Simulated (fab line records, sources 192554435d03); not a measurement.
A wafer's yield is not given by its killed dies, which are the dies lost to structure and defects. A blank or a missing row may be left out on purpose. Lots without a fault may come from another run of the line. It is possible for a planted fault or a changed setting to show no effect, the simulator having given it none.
Matching of chambers	flow n5Finfet	N5_SD_EPI_N_DESCUM_14 on rieDiel-01 has 3 sister chambers
The step chemistry O2, time 7.9 s. 3 wafers are shown with their chamber, then 8 later ones without.

== WAFERS WITH THEIR CHAMBER ==
wafer	chamber	throttleValvePct (%)
L083.6	0	20.17
L087.6	3	20.51
L089.1	2	20.77

== WAFERS WITHOUT THEIR CHAMBER ==
wafer	throttleValvePct (%)
L089.3	20.20
L089.5	20.52
L092.1	20.22
L092.2	20.79
L092.6	20.22
L094.1	20.78
L094.5	20.22
L094.6	20.52

== CHAMBER TAKEN BY EACH ==
wafer	from the rows above	in truth
L089.3	0	0
L089.5	3	3
L092.1	0	0
L092.2	2	2
L092.6	0	0
L094.1	2	2
L094.5	0	0
L094.6	3	3
8 of 8 placed correctly. Can't be placed from these rows: 0. Wrongly placed: 0.
How it was worked out, from the rows above alone: a wafer's distance from a chamber is the root of the sum, over the readings, of the square of ((its reading less the chamber's mean) divided by the reading's scatter). The wafer belongs to the nearest chamber; if the next one is less than 2 further off, it can't be placed. For every chamber, the mean is computed from those of its wafers that are shown. The scatter: with one shown wafer a chamber, the root of the mean of the squares of how far each hidden wafer lies from its nearest shown one.
